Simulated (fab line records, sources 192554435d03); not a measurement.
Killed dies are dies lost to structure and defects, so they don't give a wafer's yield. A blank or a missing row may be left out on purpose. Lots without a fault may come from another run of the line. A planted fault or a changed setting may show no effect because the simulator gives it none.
Split-lot experiment | flow n5_finfet | 7 lots, 39 wafers read, on a route of 1938 steps

THE SPLIT
At N5_SD_EPI_N_LINER_46 (material SiNx, target thk 3 nm), the setting target_thk_a was moved away from the recipe's 30 angstrom on 15 of the 39 wafers read, by -13.0% to +11.6%. The other wafers ran this setting at the recipe's value.

FROM THE SPLIT TO THE READING: what the file shows between them, 3 steps
- N5_SD_EPI_P_COAT_34: time 60 s, resist thk 350 nm
- N5_SD_EPI_P_PRECLEAN_52: cleans in O3/DIW, time 60 s
- N5_SD_EPI_P_SRD_20: time 30 s

THE READING
SiNx_of_SD_EPI_N_LINER_46.thk_nm (the simulator's own value, which no gauge read), in nm, at N5_SD_EPI_P_PRECLEAN_51 (cleans in NF3:NH3, afs cycles 1, time 20 s, sublimation time 60 s). The file gives no usual value for it.

wafer  | tool, chamber at the split | target_thk_a as run, angstrom | against the recipe | SiNx_of_SD_EPI_N_LINER_46.thk_nm, nm | against lot-mates on the recipe
L076.1 | ald_sin-04, 0,3,3          | 30                            | recipe             | 2.6                                  | -
L076.2 | ald_sin-04, 0,3,3          | 30                            | recipe             | 2.6                                  | -
L076.5 | ald_sin-04, 0,3,3          | 30                            | recipe             | 2.6                                  | -
L076.3 | ald_sin-04, 1,2,0          | 26.35                         | -12.2%             | 2.2                                  | -0.4
L076.4 | ald_sin-04, 1,2,0          | 26.35                         | -12.2%             | 2.2                                  | -0.4
L076.6 | ald_sin-04, 1,2,0          | 26.35                         | -12.2%             | 2.2                                  | -0.4
L080.1 | ald_sin-02, 0,3,2,1,1,0    | 30                            | recipe             | 2.6                                  | -
L080.2 | ald_sin-02, 0,3,2,1,1,0    | 30                            | recipe             | 2.6                                  | -
L080.3 | ald_sin-02, 0,3,2,1,1,0    | 30                            | recipe             | 2.6                                  | -
L080.4 | ald_sin-02, 0,3,2,1,1,0    | 30                            | recipe             | 2.6                                  | -
L080.5 | ald_sin-02, 0,3,2,1,1,0    | 30                            | recipe             | 2.6                                  | -
L080.6 | ald_sin-02, 0,3,2,1,1,0    | 30                            | recipe             | 2.6                                  | -
L081.1 | ald_sin-02, 0,2,0          | 26.09                         | -13.0%             | 2.2                                  | -0.4
L081.2 | ald_sin-02, 0,2,0          | 26.09                         | -13.0%             | 2.2                                  | -0.4
L081.6 | ald_sin-02, 0,2,0          | 26.09                         | -13.0%             | 2.2                                  | -0.4
L081.3 | ald_sin-02, 1,3,3          | 30                            | recipe             | 2.6                                  | -
L081.4 | ald_sin-02, 1,3,3          | 30                            | recipe             | 2.6                                  | -
L081.5 | ald_sin-02, 1,3,3          | 30                            | recipe             | 2.6                                  | -
L083.1 | ald_sin-03, 2,3,0          | 30                            | recipe             | 2.6                                  | -
L083.3 | ald_sin-03, 2,3,0          | 30                            | recipe             | 2.6                                  | -
L083.4 | ald_sin-03, 2,3,0          | 30                            | recipe             | 2.6                                  | -
L083.2 | ald_sin-03, 1,3            | 32.95                         | +9.8%              | 2.8                                  | +0.2
L083.5 | ald_sin-03, 1,3            | 32.95                         | +9.8%              | 3                                    | +0.4
L083.6 | ald_sin-03, 2              | 32.95                         | +9.8%              | 3                                    | +0.4
L088.1 | ald_sin-03, 2,0,2          | 30                            | recipe             | 2.6                                  | -
L088.3 | ald_sin-03, 2,0,2          | 30                            | recipe             | 2.6                                  | -
L088.6 | ald_sin-03, 2,0,2          | 30                            | recipe             | 2.6                                  | -
L089.1 | ald_sin-03, 1,0,1          | 30                            | recipe             | 2.6                                  | -
L089.4 | ald_sin-03, 1,0,1          | 30                            | recipe             | 2.6                                  | -
L089.6 | ald_sin-03, 1,0,1          | 30                            | recipe             | 2.6                                  | -
L089.2 | ald_sin-03, 2,3,2          | 33.47                         | +11.6%             | 3                                    | +0.4
L089.3 | ald_sin-03, 2,3,2          | 33.47                         | +11.6%             | 3                                    | +0.4
L089.5 | ald_sin-03, 2,3,2          | 33.47                         | +11.6%             | 3                                    | +0.4
L095.1 | ald_sin-04, 0,1,0          | 26.72                         | -10.9%             | 2.2                                  | -0.4
L095.3 | ald_sin-04, 0,1,0          | 26.72                         | -10.9%             | 2.2                                  | -0.4
L095.6 | ald_sin-04, 0,1,0          | 26.72                         | -10.9%             | 2.2                                  | -0.4
L095.2 | ald_sin-04, 3,2,3          | 30                            | recipe             | 2.6                                  | -
L095.4 | ald_sin-04, 3,2,3          | 30                            | recipe             | 2.6                                  | -
L095.5 | ald_sin-04, 3,2,3          | 30                            | recipe             | 2.6                                  | -
Where a row lists several chambers, the file gives one row for several wafers and doesn't say which wafer went through which chamber.

THE FIT
A straight line over all 39 wafers: SiNx_of_SD_EPI_N_LINER_46.thk_nm changes by +0.0335 nm for each +1% of target_thk_a; r = +0.99; the points scatter about the line by 0.031 nm.
The same after taking each lot's own level away (the mean of its wafers on the recipe; 39 wafers): +0.0335 nm for each +1%; r = +0.99; scatter 0.031 nm.
On that fit, the largest move of target_thk_a shifts the reading by 0.44 nm.
The lots' own levels span 2.60 to 2.60 nm.
So the lot-to-lot level changes the slope little: the two slopes agree.
Check: with one of the wafers moved furthest among these (-13.0%) left out of the fit, the line predicts -0.439 nm for it against its lot-mates. It came out at -0.4 nm against them.

OTHER SPLITS ON THESE WAFERS
These wafers also went through other splits before the reading. Each is held against what the fit with the lots' levels taken away leaves over:
other split on the same wafers | wafers away from the commonest value | r with SiNx_of_SD_EPI_N_LINER_46.thk_nm (lot level and that fit taken away)
N5_DUMMY_GATE_ETCH_37 source_w | 15                                   | -0.13

THE WHOLE CHAIN: every reading that the file lists as answering this split, in the file's order
step                    | what it does                                                      | reading                                                                           | change (the file's fit)                | r (the file's)
N5_SD_EPI_N_LINER_46    | material SiNx, target thk 3 nm                                    | SiNx_of_SD_EPI_N_LINER_46.thk_nm (the simulator's own value, which no gauge read) | +0.0325 nm for each +1% of the setting | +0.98
N5_SD_EPI_P_PRECLEAN_51 | cleans in NF3:NH3, afs cycles 1, time 20 s, sublimation time 60 s | SiNx_of_SD_EPI_N_LINER_46.thk_nm (the simulator's own value, which no gauge read) | +0.0335 nm for each +1% of the setting | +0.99

THE FILE'S OWN FIT
SiNx_of_SD_EPI_N_LINER_46.thk_nm changes by +0.0335 nm for each +1% of target_thk_a, r = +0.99.
